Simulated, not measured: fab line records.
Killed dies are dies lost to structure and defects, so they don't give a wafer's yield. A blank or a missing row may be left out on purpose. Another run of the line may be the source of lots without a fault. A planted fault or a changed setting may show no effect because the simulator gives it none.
Which tool did it? ; flow nand_harc ; 14 lots, 42 wafers sampled, at 5 steps of a route of 1302

## WHAT THE GAUGES READ, wafer by wafer
NHARC_THIN_TSV_THK_MEAS_02: measures by ir.
lot;measured;on;thk_nm (nm)
L788;day 24 02:27;film_metro-02;2890 3052 3125
L789;day 24 19:23;film_metro-02;3191 2956 2796
L790;day 25 09:46;film_metro-01;2681 2880 3097
L791;day 26 08:27;film_metro-02;3131 2917 3044
L794;day 26 09:40;film_metro-02;2600 2979 2964
L792;day 26 14:29;film_metro-02;2559 2886 3076
L795;day 27 19:10;film_metro-01;2771 3136 3117
L797;day 28 00:44;film_metro-02;3239 3181 3377
L796;day 27 23:32;film_metro-02;2927 2597 2754
L798;day 28 20:35;film_metro-01;3239 3179 2981
L801;day 30 01:15;film_metro-01;2987 3022
L802;day 29 19:23;film_metro-01;3194
L804;day 30 22:14;film_metro-01;3456 3004 3008
L808;day 33 16:03;film_metro-01;2662 3038 2776

NHARC_END_SORT_01.
lot;measured;on;killed_at_array;killed_at_other;killed_at_periphery;killed_dies;killed_open;killed_short
L801;day 31 00:41;prober-01;670 52 49;0 0 0;7 2 2;677 54 51;5 1 5;2 2 1
L802;day 30 11:41;prober-02;65 666 666;0 0 0;5 11 11;70 677 677;5 3 7;1 2 2

## TOOL THAT RAN EACH LOT (tool first, then ch and the chambers of the sampled wafers, then the start)
lot;NHARC_A_STAIRCASE_DEP_151;NHARC_THIN_TSV_DEP_43;NHARC_THIN_TSV_DEGAS_53
L788;pecvd-01 ch 0,1,2, day 18 07:13;pecvd-04 ch 0,1,2, day 24 02:40;pvd_sputter-02, day 24 08:16
L789;pecvd-02 ch 0,1,2, day 18 20:26;pecvd-01 ch 0,1,2, day 24 19:37;pvd_sputter-01, day 25 01:04
L790;pecvd-01 ch 0,2, day 19 16:02;pecvd-01 ch 0,1,2, day 25 10:01;pvd_sputter-03, day 25 15:31
L791;pecvd-02 ch 0,1,2, day 20 02:11;pecvd-04 ch 0,2, day 26 08:43;pvd_sputter-02, day 26 14:27
L794;pecvd-01 ch 1,2, day 20 14:55;pecvd-02 ch 0,2, day 26 09:56;pvd_sputter-03, day 26 15:29
L792;pecvd-02 ch 0,1, day 20 15:00;pecvd-02 ch 0,2, day 26 14:42;pvd_sputter-01, day 26 20:11
L795;pecvd-03 ch 0,1, day 21 19:49;pecvd-01 ch 1,2, day 27 19:23;pvd_sputter-01, day 28 01:06
L797;pecvd-02 ch 0,1, day 22 01:26;pecvd-02 ch 0,1,2, day 28 00:57;pvd_sputter-01, day 28 06:30
L796;pecvd-03 ch 0,2, day 22 05:29;pecvd-04 ch 0,1,2, day 27 23:50;pvd_sputter-03, day 28 05:27
L798;pecvd-03 ch 0,1,2, day 23 02:05;pecvd-01 ch 0,1,2, day 28 20:56;pvd_sputter-01, day 29 02:43
L801;pecvd-02 ch 0,1,2, day 24 04:35;pecvd-01 ch 1,2, day 30 01:44;pvd_sputter-01, day 30 07:14
L802;pecvd-02 ch 0,1,2, day 24 08:38;pecvd-02 ch 1, day 29 19:40;pvd_sputter-03, day 30 01:22
L804;pecvd-03 ch 0,2, day 24 18:32;pecvd-04 ch 0,1,2, day 30 22:30;pvd_sputter-02, day 31 04:02
L808;pecvd-01 ch 1,2, day 27 00:40;pecvd-01 ch 0,1, day 33 16:23;pvd_sputter-02, day 33 22:35
- NHARC_A_STAIRCASE_DEP_151: deposits SiO2, target thk 7200 nm.
- NHARC_THIN_TSV_DEP_43: deposits SiO2, target thk 1328.5 nm.
- NHARC_THIN_TSV_DEGAS_53: time 60 s.

## WHAT THE TOOLS THEMSELVES READ (means of the sampled wafers that have a number; where no wafer has one, the mark that the record gives instead)
NHARC_A_STAIRCASE_DEP_151.
lot;tool;heater_power_w (W)
L788;pecvd-01;695
L789;pecvd-02;676
L790;pecvd-01;595
L791;pecvd-02;609
L794;pecvd-01;583
L792;pecvd-02;636
L795;pecvd-03;571
L797;pecvd-02;602
L796;pecvd-03;592
L798;pecvd-03;567
L801;pecvd-02;610
L802;pecvd-02;654
L804;pecvd-03;621
L808;pecvd-01;592

NHARC_THIN_TSV_DEP_43.
lot;tool;throttle_valve_pct (%)
L788;pecvd-04;16.0
L789;pecvd-01;15.9
L790;pecvd-01;15.8
L791;pecvd-04;15.7
L794;pecvd-02;15.1
L792;pecvd-02;15.1
L795;pecvd-01;16.1
L797;pecvd-02;15.3
L796;pecvd-04;16.0
L798;pecvd-01;16.0
L801;pecvd-01;15.9
L802;pecvd-02;15.6
L804;pecvd-04;16.0
L808;pecvd-01;16.1

NHARC_THIN_TSV_DEGAS_53.
lot;tool;heater_power_w (W)
L788;pvd_sputter-02;459
L789;pvd_sputter-01;483
L790;pvd_sputter-03;489
L791;pvd_sputter-02;467
L794;pvd_sputter-03;493
L792;pvd_sputter-01;437
L795;pvd_sputter-01;436
L797;pvd_sputter-01;438
L796;pvd_sputter-03;454
L798;pvd_sputter-01;479
L801;pvd_sputter-01;491
L802;pvd_sputter-03;491
L804;pvd_sputter-02;439
L808;pvd_sputter-02;504

## THE ANSWER, worked out from the rows above alone
Rule: the usual values come from the lots themselves. Put in order of their means at a reading, lots are off if they are a third of the lots or fewer, leave a main group of 4 or more, and stand apart from it by a gap of 3 or more times the standard deviation of the main group's means; of several such gaps the widest counts. A main group is skipped when, at the precision printed for the reading in the tables above, its means are all equal. Also off: a lot with no number at a reading for which 4 or more lots have one. Any other lot the step has rows for is counted as sound. After the gauges, taken in route order, come the tools' own readings; for these a lot's mean is taken, as printed above. The first step at which some lot is off is used, and at that step the reading that is off furthest; a lot without a number counts as furthest.
No lot is off on any of the readings shown, so nothing can be concluded from this.

## WHAT THE SIMULATOR HAD PUT IN
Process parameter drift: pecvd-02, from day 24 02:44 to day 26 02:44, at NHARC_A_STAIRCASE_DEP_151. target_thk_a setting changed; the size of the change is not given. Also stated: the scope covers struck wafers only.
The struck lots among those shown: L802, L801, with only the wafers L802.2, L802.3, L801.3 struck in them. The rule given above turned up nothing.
